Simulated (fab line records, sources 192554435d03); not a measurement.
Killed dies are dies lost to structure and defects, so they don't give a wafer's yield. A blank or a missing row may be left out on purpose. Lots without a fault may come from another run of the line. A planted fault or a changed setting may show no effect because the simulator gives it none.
Chamber matching | flow n5_finfet | N5_MOL_CONTACT_COAG_ETCH_124 on rie_diel-02: 4 sister chambers
The step etches SiNx in CH3F/O2, stops on SiOC, target depth 6.5 nm. 8 wafers are shown with their chamber, then 7 later ones without.

WAFERS WITH THEIR CHAMBER
wafer  | chamber | drypump_motor_current_A (A) | oes_product_au (a.u.)
L080.4 | 0       | 5.9                         | 0.57
L080.5 | 0       | 5.9                         | 0.57
L081.6 | 1       | 5.8                         | 0.73
L082.2 | 2       | 6.8                         | 0.58
L082.3 | 3       | 5.4                         | 0.59
L082.6 | 3       | 5.4                         | 0.59
L083.1 | 1       | 5.8                         | 0.71
L083.3 | 2       | 6.7                         | 0.59

WAFERS WITHOUT THEIR CHAMBER
wafer  | drypump_motor_current_A (A) | oes_product_au (a.u.)
L083.6 | 5.9                         | 0.57
L090.1 | 5.8                         | 0.70
L090.3 | 6.7                         | 0.58
L090.4 | 6.8                         | 0.58
L093.1 | 5.9                         | 0.83
L093.3 | 5.8                         | 0.70
L093.5 | 5.8                         | 0.70

WHICH CHAMBER EACH WENT THROUGH
wafer  | from the rows above | in truth
L083.6 | 0                   | 0
L090.1 | 1                   | 1
L090.3 | 2                   | 2
L090.4 | 2                   | 2
L093.1 | 1                   | 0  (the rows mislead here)
L093.3 | 1                   | 1
L093.5 | 1                   | 1
Placed correctly: 6 of 7. Can't be placed from these rows: 0. Placed wrongly: 1.
How it was worked out, from the rows above alone: a wafer's distance from a chamber is the root of the sum, over the readings, of the square of ((its reading less the chamber's mean) divided by the reading's scatter). The wafer belongs to the nearest chamber; if the next one is less than 2 further off, it can't be placed. A chamber's mean is the mean of its shown wafers. The scatter: the root of (the sum of the squares of (reading less its chamber's mean) over the shown wafers, divided by (wafers less chambers)).
